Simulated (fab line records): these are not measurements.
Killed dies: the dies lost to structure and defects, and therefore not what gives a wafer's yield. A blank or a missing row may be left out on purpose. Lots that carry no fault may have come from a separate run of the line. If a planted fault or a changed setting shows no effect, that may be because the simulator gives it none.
Split-lot trial || flow n5-finfet || on a route of 1938 steps: 7 lots, 39 wafers read

== SPLIT DETAILS ==
At N5_DUMMY_GATE_ETCH_37 (etches SOC in N2/H2, target depth 60 nm, overetch 30 nm), the setting source-w was moved away from the recipe's 840 W on 15 of the 39 wafers read, by -11.9% to +16.3%. For the rest of the wafers, this setting stayed at what the recipe calls for.

Reading taken at the split's own step.

== THE READING ==
rf-vpp-V, in V, at N5_DUMMY_GATE_ETCH_37 (etches SOC in N2/H2, target depth 60 nm, overetch 30 nm). Typical for fault-free wafers on this fab line: 524.9 V, with standard deviation 1.7 V.

{"wafer": "L074.1", "tool, chamber at the split": "rie-diel-06, 0", "source-w as run, W": 749.6, "against the recipe": "-10.8%", "rf-vpp-V, V": 548.0, "against lot-mates on the recipe": "+22.3"}
{"wafer": "L074.2", "tool, chamber at the split": "rie-diel-06, 1", "source-w as run, W": 840, "against the recipe": "recipe", "rf-vpp-V, V": 527.2, "against lot-mates on the recipe": "-"}
{"wafer": "L074.3", "tool, chamber at the split": "rie-diel-06, 3", "source-w as run, W": 840, "against the recipe": "recipe", "rf-vpp-V, V": 523.2, "against lot-mates on the recipe": "-"}
{"wafer": "L074.4", "tool, chamber at the split": "rie-diel-06, 2", "source-w as run, W": 749.6, "against the recipe": "-10.8%", "rf-vpp-V, V": 544.0, "against lot-mates on the recipe": "+18.3"}
{"wafer": "L074.5", "tool, chamber at the split": "rie-diel-06, 0", "source-w as run, W": 840, "against the recipe": "recipe", "rf-vpp-V, V": 526.7, "against lot-mates on the recipe": "-"}
{"wafer": "L074.6", "tool, chamber at the split": "rie-diel-06, 3", "source-w as run, W": 749.6, "against the recipe": "-10.8%", "rf-vpp-V, V": 543.1, "against lot-mates on the recipe": "+17.4"}
{"wafer": "L078.1", "tool, chamber at the split": "rie-diel-05, 3", "source-w as run, W": 840, "against the recipe": "recipe", "rf-vpp-V, V": 522.6, "against lot-mates on the recipe": "-"}
{"wafer": "L078.2", "tool, chamber at the split": "rie-diel-05, 1", "source-w as run, W": 840, "against the recipe": "recipe", "rf-vpp-V, V": 525.0, "against lot-mates on the recipe": "-"}
{"wafer": "L078.3", "tool, chamber at the split": "rie-diel-05, 2", "source-w as run, W": 840, "against the recipe": "recipe", "rf-vpp-V, V": 524.9, "against lot-mates on the recipe": "-"}
{"wafer": "L078.4", "tool, chamber at the split": "rie-diel-05, 0", "source-w as run, W": 840, "against the recipe": "recipe", "rf-vpp-V, V": 527.0, "against lot-mates on the recipe": "-"}
{"wafer": "L078.5", "tool, chamber at the split": "rie-diel-05, 1", "source-w as run, W": 840, "against the recipe": "recipe", "rf-vpp-V, V": 524.4, "against lot-mates on the recipe": "-"}
{"wafer": "L078.6", "tool, chamber at the split": "rie-diel-05, 0", "source-w as run, W": 840, "against the recipe": "recipe", "rf-vpp-V, V": 527.4, "against lot-mates on the recipe": "-"}
{"wafer": "L081.1", "tool, chamber at the split": "rie-diel-01, 0", "source-w as run, W": 840, "against the recipe": "recipe", "rf-vpp-V, V": 525.8, "against lot-mates on the recipe": "-"}
{"wafer": "L081.2", "tool, chamber at the split": "rie-diel-01, 1", "source-w as run, W": 975.7, "against the recipe": "+16.2%", "rf-vpp-V, V": 500.7, "against lot-mates on the recipe": -25.0}
{"wafer": "L081.3", "tool, chamber at the split": "rie-diel-01, 2", "source-w as run, W": 840, "against the recipe": "recipe", "rf-vpp-V, V": 524.6, "against lot-mates on the recipe": "-"}
{"wafer": "L081.4", "tool, chamber at the split": "rie-diel-01, 3", "source-w as run, W": 840, "against the recipe": "recipe", "rf-vpp-V, V": 526.6, "against lot-mates on the recipe": "-"}
{"wafer": "L081.5", "tool, chamber at the split": "rie-diel-01, 0", "source-w as run, W": 975.7, "against the recipe": "+16.2%", "rf-vpp-V, V": 498.9, "against lot-mates on the recipe": -26.8}
{"wafer": "L081.6", "tool, chamber at the split": "rie-diel-01, 3", "source-w as run, W": 975.7, "against the recipe": "+16.2%", "rf-vpp-V, V": 501.0, "against lot-mates on the recipe": -24.7}
{"wafer": "L082.2", "tool, chamber at the split": "rie-diel-05, 3", "source-w as run, W": 840, "against the recipe": "recipe", "rf-vpp-V, V": 525.1, "against lot-mates on the recipe": "-"}
{"wafer": "L082.5", "tool, chamber at the split": "rie-diel-05, 2", "source-w as run, W": 840, "against the recipe": "recipe", "rf-vpp-V, V": 526.2, "against lot-mates on the recipe": "-"}
{"wafer": "L082.6", "tool, chamber at the split": "rie-diel-05, 3", "source-w as run, W": 840, "against the recipe": "recipe", "rf-vpp-V, V": 522.8, "against lot-mates on the recipe": "-"}
{"wafer": "L083.1", "tool, chamber at the split": "rie-diel-05, 0", "source-w as run, W": 774.3, "against the recipe": "-7.8%", "rf-vpp-V, V": 541.8, "against lot-mates on the recipe": "+17.7"}
{"wafer": "L083.2", "tool, chamber at the split": "rie-diel-05, 2", "source-w as run, W": 840, "against the recipe": "recipe", "rf-vpp-V, V": 524.5, "against lot-mates on the recipe": "-"}
{"wafer": "L083.3", "tool, chamber at the split": "rie-diel-05, 3", "source-w as run, W": 840, "against the recipe": "recipe", "rf-vpp-V, V": 523.1, "against lot-mates on the recipe": "-"}
{"wafer": "L083.4", "tool, chamber at the split": "rie-diel-05, 1", "source-w as run, W": 774.3, "against the recipe": "-7.8%", "rf-vpp-V, V": 537.8, "against lot-mates on the recipe": "+13.7"}
{"wafer": "L083.5", "tool, chamber at the split": "rie-diel-05, 1", "source-w as run, W": 774.3, "against the recipe": "-7.8%", "rf-vpp-V, V": 538.6, "against lot-mates on the recipe": "+14.5"}
{"wafer": "L083.6", "tool, chamber at the split": "rie-diel-05, 2", "source-w as run, W": 840, "against the recipe": "recipe", "rf-vpp-V, V": 524.6, "against lot-mates on the recipe": "-"}
{"wafer": "L088.1", "tool, chamber at the split": "rie-diel-06, 0", "source-w as run, W": 740.3, "against the recipe": "-11.9%", "rf-vpp-V, V": 549.8, "against lot-mates on the recipe": "+25.5"}
{"wafer": "L088.2", "tool, chamber at the split": "rie-diel-06, 2", "source-w as run, W": 840, "against the recipe": "recipe", "rf-vpp-V, V": 523.4, "against lot-mates on the recipe": "-"}
{"wafer": "L088.3", "tool, chamber at the split": "rie-diel-06, 3", "source-w as run, W": 740.3, "against the recipe": "-11.9%", "rf-vpp-V, V": 543.5, "against lot-mates on the recipe": "+19.2"}
{"wafer": "L088.4", "tool, chamber at the split": "rie-diel-06, 2", "source-w as run, W": 740.3, "against the recipe": "-11.9%", "rf-vpp-V, V": 544.5, "against lot-mates on the recipe": "+20.2"}
{"wafer": "L088.5", "tool, chamber at the split": "rie-diel-06, 3", "source-w as run, W": 840, "against the recipe": "recipe", "rf-vpp-V, V": 522.6, "against lot-mates on the recipe": "-"}
{"wafer": "L088.6", "tool, chamber at the split": "rie-diel-06, 0", "source-w as run, W": 840, "against the recipe": "recipe", "rf-vpp-V, V": 527.0, "against lot-mates on the recipe": "-"}
{"wafer": "L096.1", "tool, chamber at the split": "rie-diel-01, 0", "source-w as run, W": 976.9, "against the recipe": "+16.3%", "rf-vpp-V, V": 499.6, "against lot-mates on the recipe": -26.4}
{"wafer": "L096.2", "tool, chamber at the split": "rie-diel-01, 2", "source-w as run, W": 840, "against the recipe": "recipe", "rf-vpp-V, V": 523.8, "against lot-mates on the recipe": "-"}
{"wafer": "L096.3", "tool, chamber at the split": "rie-diel-01, 3", "source-w as run, W": 840, "against the recipe": "recipe", "rf-vpp-V, V": 526.8, "against lot-mates on the recipe": "-"}
{"wafer": "L096.4", "tool, chamber at the split": "rie-diel-01, 1", "source-w as run, W": 976.9, "against the recipe": "+16.3%", "rf-vpp-V, V": 499.2, "against lot-mates on the recipe": -26.8}
{"wafer": "L096.5", "tool, chamber at the split": "rie-diel-01, 2", "source-w as run, W": 976.9, "against the recipe": "+16.3%", "rf-vpp-V, V": 497.6, "against lot-mates on the recipe": -28.4}
{"wafer": "L096.6", "tool, chamber at the split": "rie-diel-01, 3", "source-w as run, W": 840, "against the recipe": "recipe", "rf-vpp-V, V": 527.3, "against lot-mates on the recipe": "-"}

THE FIT
A straight line over all 39 wafers: rf-vpp-V changes by -1.66 V for each +1% of source-w; r = -0.99; the points scatter about the line by 1.9 V.
The same after taking each lot's own level away (the mean of its wafers on the recipe; 39 wafers): -1.7 V for each +1%; r = -0.99; scatter 1.8 V.
According to that fit, moving source-w by its largest amount changes the reading by 28 V.
Measured against the standard deviation above, the lots' own levels, which go from 524.07 to 525.97 V, span 1.1 times it.
So the lot-to-lot level changes the slope little: the two slopes agree.
Check: with one of the wafers moved furthest among these (+16.3%) left out of the fit, the line predicts -27.4 V for it against its lot-mates. Against them it came out at -26.4 V.
Tool readings at the split's step, against how far the setting was moved: rf-vpp-V r = -0.99.

== FURTHER SPLITS ON THESE WAFERS ==
Other splits were also applied to these wafers ahead of the reading. Each is held against what the fit with the lots' levels taken away leaves over:
{"other split on the same wafers": "N5_PMOS_HMC_CHANNEL_EPI_EPI_20 pressure-torr", "wafers away from the commonest value": 24, "r with rf-vpp-V (lot level and that fit taken away)": "+0.11"}
{"other split on the same wafers": "N5_FIN_CUT_CUT_ETCH_15 target-depth-a", "wafers away from the commonest value": 18, "r with rf-vpp-V (lot level and that fit taken away)": -0.07}

== FILE'S OWN FIT ==
rf-vpp-V changes by -1.7 V for each +1% of source-w, r = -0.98.
